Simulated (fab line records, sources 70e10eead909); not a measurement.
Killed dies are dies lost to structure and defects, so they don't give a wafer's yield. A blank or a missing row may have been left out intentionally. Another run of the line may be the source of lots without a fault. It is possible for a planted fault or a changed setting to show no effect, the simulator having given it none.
fab line records	flow nand_harc
[record] lots = 15	wafers = 42	last_day = 33
route steps=1302 shown A_DECK1_JOINT@527 A_ONON_D2@546
lots with no fault: from the same line, run without faults
start_h: the number of hours between the record's first day and the start of the first shown wafer of the lot	wait_h: hours since the lot's step before	" as in the row above	L1.1+2: one row covering several wafers at once	- either no value or no given start	* or withheld: withheld	< > ~ a bound
route shown NAME@n: names a module that has steps shown in the file, with the first one's number in the route	usual: mean and standard deviation over wafers with no fault	same: alike in all rows	chamber/n: place in a boat	sites: per-site readings	_std_site: the standard deviation of these	_edge_site: inner sites' mean taken away from outer sites' mean	radius_mm: how far each site lies from the wafer's centre	mask NAME#n: copy n	behind: tool/chamber where the wafer was last shaped	hold: why the lot went on hold/how many hours it stayed there/how the hold came to an end	device: whichever transistor did not switch (one of n, p or np)	end of line: the route-end tests of the same wafers	a step with no rows: only its recipe	killed: at the first sort, the dies lost to defects and structure; wafer yield is something else	map: dies across one wafer; x = killed, . = not, _ = none there
set.NAME: the run value of the setting; set.NAME@STEP: its run value at that earlier step	model.NAME: the simulator's own value behind a step, which no gauge read
steps of the route over a sample of lots; a table a step, a row a wafer
services: the hour from which a tool's chamber was out of use, counted from the record's first day as start_h (under 0 if before that day), plus the number of hours and why
[[steps]]
[step NHARC_A_DECK1_JOINT_CMP_13]
[recipe] target_thk_nm = 51.023
[usual] motor_current_A = 11.9/1.5	slurry_flow_ml_min = 150.0/0.41	time_to_endpoint_s = 9.4/2.6
lot.wafer	tool	chamber	start_h	wait_h	motor_current_A	slurry_flow_ml_min	time_to_endpoint_s
L227.3	cmp-03	2	252.58	0.4	13.5	149.2	9.3
L227.2	"	3	"	"	13.9	149.9	9.1
L227.6	"	3	"	"	13.9	149.9	9.2
L228.2	cmp-01	2	252.63	0.4	10.4	149.6	8.2
L228.5	"	0	"	"	11.5	150.6	6.4
L228.6	"	1	"	"	12.2	149.0	16.1
L233.2	cmp-01	1	299.29	0.4	12.5	149.4	13.2
L233.6	"	0	"	"	11.6	149.8	8.2
L235.4	cmp-01	3	322.52	0.4	10.4	151.0	9.1
L235.1	"	2	"	"	10.4	150.2	5.5
L237.2	cmp-01	3	338.90	0.4	10.7	149.3	11.9
L237.6	"	3	"	"	11.0	150.5	9.5
L241.2	cmp-01	2	394.17	0.4	10.8	149.3	11.5
L241.1	"	3	"	"	10.3	149.8	11.8
L241.3	"	1	"	"	11.9	149.8	14.6
L240.2	cmp-03	1	394.19	0.4	11.7	150.0	5.0
L240.6	"	0	"	"	11.4	149.9	7.1
L240.5	"	1	"	"	11.4	150.5	3.8
L242.3	cmp-01	0	399.29	0.4	11.0	150.3	8.0
L242.1	"	2	"	"	10.8	149.6	8.7
L242.5	"	3	"	"	10.7	150.4	10.3
L243.4	cmp-01	2	408.10	0.4	10.8	150.3	12.8
L243.3	"	1	"	"	12.5	149.4	14.8
L243.6	"	2	"	"	11.3	150.1	10.8
L245.1	cmp-01	3	422.79	0.4	11.1	150.1	8.6
L245.6	"	2	"	"	10.9	149.6	7.4
L245.5	"	3	"	"	10.7	150.1	12.3
L244.2	cmp-03	0	422.85	0.4	10.4	149.9	12.9
L244.5	"	1	"	"	11.9	150.9	10.7
L244.6	"	2	"	"	13.3	150.1	9.3
L246.1	cmp-03	3	443.68	0.4	14.3	150.8	6.3
L246.3	"	1	"	"	11.1	149.7	10.0
L246.6	"	3	"	"	14.0	150.1	8.9
L249.3	cmp-04	2	463.77	0.4	10.1	149.9	12.6
L249.4	"	3	"	"	15.6	150.8	6.5
L249.5	"	2	"	"	10.4	150.0	10.8
L247.4	cmp-03	1	463.78	0.4	11.2	150.3	6.4
L247.3	"	2	"	"	13.8	150.4	7.1
L247.1	"	3	"	"	14.2	149.6	6.6
L248.2	cmp-03	1	472.11	0.4	11.2	149.7	10.0
L248.1	"	2	"	"	15.1	150.0	12.7
L248.3	"	3	"	"	14.1	150.4	9.4
[step NHARC_A_DECK1_JOINT_INSPECT_05]
[usual] raw_defect_count = 314/120
lot.wafer	tool	chamber	start_h	wait_h	raw_defect_count
L227.2	defect_inspect-01	-	277.69	0.0	306
L227.3	"	-	"	"	182
L227.6	"	-	"	"	166
L228.2	defect_inspect-02	-	277.70	0.0	687
L228.5	"	-	"	"	556
L228.6	"	-	"	"	337
L233.2	defect_inspect-02	-	323.77	0.0	346
L233.6	"	-	"	"	304
L235.1	defect_inspect-02	-	346.16	0.0	340
L235.4	"	-	"	"	339
L237.2	defect_inspect-01	-	362.93	0.0	296
L237.6	"	-	"	"	268
L241.1	defect_inspect-02	-	417.69	0.0	274
L241.2	"	-	"	"	324
L241.3	"	-	"	"	248
L240.2	defect_inspect-01	-	417.87	0.0	288
L240.5	"	-	"	"	295
L240.6	"	-	"	"	574
L242.1	defect_inspect-02	-	426.11	0.0	163
L242.3	"	-	"	"	162
L242.5	"	-	"	"	289
L243.3	defect_inspect-01	-	438.39	0.0	427
L243.4	"	-	"	"	407
L243.6	"	-	"	"	601
L245.1	defect_inspect-01	-	445.03	0.0	303
L245.5	"	-	"	"	513
L245.6	"	-	"	"	404
L244.2	defect_inspect-02	-	445.04	0.0	224
L244.5	"	-	"	"	532
L244.6	"	-	"	"	329
L246.1	defect_inspect-02	-	468.53	0.0	220
L246.3	"	-	"	"	270
L246.6	"	-	"	"	199
L249.3	defect_inspect-02	-	486.32	0.0	210
L249.4	"	-	"	"	304
L249.5	"	-	"	"	225
L247.1	defect_inspect-02	-	486.34	0.0	207
L247.3	"	-	"	"	275
L247.4	"	-	"	"	256
L248.1	defect_inspect-02	-	500.12	0.0	308
L248.2	"	-	"	"	545
L248.3	"	-	"	"	387
[step NHARC_A_ONON_D2_THK_MEAS_02]
[recipe] thk_meas_gauge = ellipsometry
[usual] thk_nm = 1001/10
lot.wafer	tool	chamber	start_h	wait_h	thk_nm
L227.2	film_metro-01	-	278.41	-	996
L227.3	"	-	"	"	996
L227.6	"	-	"	"	995
L228.2	film_metro-02	-	278.42	-	998
L228.5	"	-	"	"	999
L228.6	"	-	"	"	997
L233.2	film_metro-02	-	324.34	-	992
L233.6	"	-	"	"	992
L235.1	film_metro-02	-	346.74	-	995
L235.4	"	-	"	"	993
L237.2	film_metro-01	-	363.50	-	1013
L237.6	"	-	"	"	1014
L241.1	film_metro-02	-	418.27	-	1029
L241.2	"	-	"	"	1028
L241.3	"	-	"	"	1030
L240.2	film_metro-01	-	418.44	-	1004
L240.5	"	-	"	"	1003
L240.6	"	-	"	"	1006
L242.1	film_metro-01	-	426.69	-	1001
L242.3	"	-	"	"	1002
L242.5	"	-	"	"	1002
L243.3	film_metro-02	-	438.96	-	997
L243.4	"	-	"	"	998
L243.6	"	-	"	"	999
L244.2	film_metro-02	-	445.61	-	1005
L244.5	"	-	"	"	1004
L244.6	"	-	"	"	1004
L245.1	film_metro-01	-	445.61	-	1016
L245.5	"	-	"	"	1017
L245.6	"	-	"	"	1015
L246.1	film_metro-01	-	469.11	-	994
L246.3	"	-	"	"	996
L246.6	"	-	"	"	997
L249.3	film_metro-02	-	486.89	-	1004
L249.4	"	-	"	"	1005
L249.5	"	-	"	"	1004
L247.1	film_metro-02	-	486.92	-	989
L247.3	"	-	"	"	989
L247.4	"	-	"	"	990
L248.1	film_metro-02	-	500.97	-	993
L248.2	"	-	"	"	992
L248.3	"	-	"	"	994
[step NHARC_A_ONON_D2_DEP_12]
[recipe] target_thk_a = 10000	n2_flow_sccm = 2750	n2o_flow_sccm = 2000	nh3_flow_sccm = 500	sih4_flow_sccm = 210	temp_c = 400
[usual] susceptor_temp_C = 400.00/0.21
lot.wafer	tool	chamber	start_h	wait_h	susceptor_temp_C
L228.2	pecvd_onon-02	0	280.23	0.1	400.18
L228.5	"	0	"	"	400.14
L228.6	"	0	"	"	400.04
L227.2	pecvd_onon-04	0	280.23	0.1	399.96
L227.3	"	0	"	"	400.05
L227.6	"	0	"	"	400.02
L233.2	pecvd_onon-02	0	326.15	0.1	400.10
L233.6	"	0	"	"	399.91
L235.1	pecvd_onon-02	0	348.50	0.1	400.43
L235.4	"	0	"	"	399.75
L237.2	pecvd_onon-02	0	365.33	0.1	399.67
L237.6	"	0	"	"	399.68
L241.1	pecvd_onon-01	0	420.04	0.1	399.65
L241.2	"	0	"	"	399.91
L241.3	"	0	"	"	399.85
L240.2	pecvd_onon-02	0	420.26	0.1	399.78
L240.5	"	0	"	"	400.20
L240.6	"	0	"	"	399.91
L242.1	pecvd_onon-02	0	428.44	0.1	399.85
L242.3	"	0	"	"	399.84
L242.5	"	0	"	"	400.17
L243.3	pecvd_onon-02	0	440.84	0.2	399.64
L243.4	"	0	"	"	400.01
L243.6	"	0	"	"	399.96
L245.1	pecvd_onon-01	0	447.39	0.1	400.05
L245.5	"	0	"	"	400.10
L245.6	"	0	"	"	400.12
L244.2	pecvd_onon-04	0	447.42	0.1	399.76
L244.5	"	0	"	"	399.90
L244.6	"	0	"	"	399.69
L246.1	pecvd_onon-04	0	470.87	0.1	399.87
L246.3	"	0	"	"	399.78
L246.6	"	0	"	"	400.19
L247.1	pecvd_onon-04	0	488.67	0.1	399.97
L247.3	"	0	"	"	400.16
L247.4	"	0	"	"	399.98
L249.3	pecvd_onon-02	0	488.76	0.2	400.16
L249.4	"	0	"	"	400.16
L249.5	"	0	"	"	399.94
L248.1	pecvd_onon-01	0	502.73	0.1	399.92
L248.2	"	0	"	"	400.19
L248.3	"	0	"	"	400.01
[step NHARC_A_ONON_D2_THK_MEAS_14]
[recipe] thk_meas_gauge = ellipsometry
[usual] thk_nm = 1002/10
lot.wafer	tool	chamber	start_h	wait_h	thk_nm
L228.2	film_metro-01	-	280.68	-	1014
L228.5	"	-	"	"	1016
L228.6	"	-	"	"	1015
L227.2	film_metro-02	-	280.68	-	996
L227.3	"	-	"	"	996
L227.6	"	-	"	"	994
L233.2	film_metro-01	-	326.61	-	722
L233.6	"	-	"	"	995
L235.1	film_metro-02	-	349.03	-	1013
L235.4	"	-	"	"	744
L237.2	film_metro-02	-	365.79	-	735
L237.6	"	-	"	"	1008
L241.1	film_metro-02	-	420.54	-	993
L241.2	"	-	"	"	992
L241.3	"	-	"	"	993
L240.2	film_metro-02	-	420.71	-	994
L240.5	"	-	"	"	994
L240.6	"	-	"	"	996
L242.1	film_metro-02	-	428.95	-	1013
L242.3	"	-	"	"	1015
L242.5	"	-	"	"	1015
L243.3	film_metro-01	-	441.23	-	999
L243.4	"	-	"	"	1000
L243.6	"	-	"	"	997
L244.2	film_metro-02	-	447.87	-	1003
L244.5	"	-	"	"	1005
L244.6	"	-	"	"	1004
L245.1	film_metro-02	-	447.91	-	994
L245.5	"	-	"	"	994
L245.6	"	-	"	"	995
L246.1	film_metro-01	-	471.38	-	984
L246.3	"	-	"	"	983
L246.6	"	-	"	"	983
L249.3	film_metro-01	-	489.16	-	979
L249.4	"	-	"	"	976
L249.5	"	-	"	"	979
L247.1	film_metro-02	-	489.21	-	1003
L247.3	"	-	"	"	1002
L247.4	"	-	"	"	1002
L248.1	film_metro-02	-	503.24	-	1001
L248.2	"	-	"	"	1001
L248.3	"	-	"	"	1001
[[services]]
tool	chamber	start_h	hours	kind
cmp-04	-	230.67	4.0	repair
pecvd_onon-01	-	251.35	5.3	repair
cmp-03	-	260.00	4.0	pm
pecvd_onon-01	-	269.29	13.0	pm
cmp-01	-	285.55	4.0	pm
cmp-01	-	299.51	1.9	repair
pecvd_onon-04	-	311.42	13.0	pm
cmp-03	-	358.00	4.0	pm
pecvd_onon-02	-	366.10	13.0	pm
cmp-03	-	382.81	1.2	repair
cmp-01	-	383.55	4.0	pm
cmp-03	-	392.61	1.0	repair
pecvd_onon-04	-	392.86	0.8	repair
cmp-03	-	420.50	1.9	repair
cmp-03	-	427.24	0.9	repair
cmp-01	-	428.52	2.9	repair
cmp-03	-	438.60	0.7	repair
cmp-03	-	450.20	2.5	repair
pecvd_onon-01	-	450.29	13.0	pm
cmp-03	-	456.16	4.0	pm
cmp-03	-	479.63	3.6	repair
cmp-01	-	481.55	4.0	pm
pecvd_onon-04	-	492.42	13.0	pm
cmp-03	-	499.64	0.4	repair
[[key]]
[first_sign] step = NHARC_A_ONON_D2_THK_MEAS_14	reading = thk_nm	direction = down	sigmas = 27	usual = 1002	struck = 734
effect none on later readings
met_at NHARC_A_ONON_D2_DEP_12
struck_lots L233,L235,L237
struck_wafers L233.2,L235.4,L237.2
sort_left_out L233.2,L235.4,L237.2
tester_left_out L233,L235,L237
not_acting_at NHARC_A_DECK1_JOINT_CMP_13,NHARC_A_DECK1_JOINT_INSPECT_05,NHARC_A_ONON_D2_THK_MEAS_02
onset_between 280.23 326.15
[fault] kind = process_parameter_drift	tool = pecvd_onon-02	chamber = -	onset_h = 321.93	steps = NHARC_A_ONON_D2_DEP_12	channel = target_thk_a	offset = *	shape = step	end_h = 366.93	scope = struck_wafers_only	acts_in = *	stated = *
// tester_left_out: of these lots the tester's yield and bins aren't shown, on N5 and GAA mostly nor the transistor test; their killed dies are dies lost to structure and defects alone, not to doping, threshold or leakage, so they don't give the yield
// sort_left_out: the simulated sort isn't trusted on such a fault, so these wafers' sort isn't shown, and their yield isn't known
